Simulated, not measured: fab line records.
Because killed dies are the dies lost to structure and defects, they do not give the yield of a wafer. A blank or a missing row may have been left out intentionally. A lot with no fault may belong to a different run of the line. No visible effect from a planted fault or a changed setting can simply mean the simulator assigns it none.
Matching of chambers	flow n5-finfet	ald-sin-01 running N5_ILD0_LINER_00: 4 sister chambers
The step material SiNx, target thk 4 nm, pulse time 1 s, purge time 2 s. 20 wafers are shown with their chamber, then 10 later ones without.

== WAFERS PAIRED WITH THEIR CHAMBERS ==
wafer	chamber	heater-power-w (W)	precursor-pulse-height-rel
L075.1	3	830	1.040
L075.2	0	723	1.012
L075.3	1	906	1.019
L075.4	2	877	0.986
L075.5	2	887	1.006
L075.6	3	844	1.008
L074.1	0	714	0.993
L074.2	2	878	0.979
L074.3	1	881	1.026
L074.4	3	847	1.003
L074.5	1	897	1.025
L074.6	0	724	0.989
L077.4	0	688	1.005
L077.5	1	904	1.009
L077.6	2	906	0.994
L086.2	3	847	0.997
L086.4	0	732	0.998
L086.6	2	908	1.033
L088.1	2	899	0.986
L088.5	0	721	1.016

SIGNATURES (averages over the wafers above)
reading	chamber 0	chamber 1	chamber 2	chamber 3	scatter within a chamber
heater-power-w	717.00	897.00	892.50	842.00	13
precursor-pulse-height-rel	1.00217	1.01975	0.99733	1.01200	0.0154
Rule: a wafer lies at a distance from a chamber equal to the root of the sum of squares, over the readings, of (its reading less the chamber's mean, divided by the reading's scatter). The wafer belongs to the nearest chamber; if the next one is less than 2 further off, it can't be placed. The scatter is the square root of a quotient: the sum, over the shown wafers, of each reading's squared deviation from its chamber's mean, divided by wafers minus chambers.

== WAFERS WITH NO CHAMBER GIVEN ==
wafer	heater-power-w (W)	precursor-pulse-height-rel
L088.6	833	0.986
L090.2	834	0.974
L090.4	902	0.987
L090.5	855	0.981
L092.1	893	1.014
L092.2	888	0.993
L092.3	841	1.009
L092.4	720	0.983
L092.5	899	0.979
L092.6	861	0.970

== THE CHAMBER EACH PASSED THROUGH ==
wafer	from the rows above	in truth
L088.6	3	3
L090.2	3	3
L090.4	can't be placed: 2 or 1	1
L090.5	can't be placed: 3 or 2 or 1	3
L092.1	can't be placed: 1 or 2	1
L092.2	can't be placed: 2 or 1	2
L092.3	3	3
L092.4	0	0
L092.5	can't be placed: 2 or 1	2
L092.6	can't be placed: 2 or 3 or 1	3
Correctly placed: 4 of 10. Can't be placed from these rows: 6 (the true chamber is among the candidates in 6). Placed wrongly: 0.
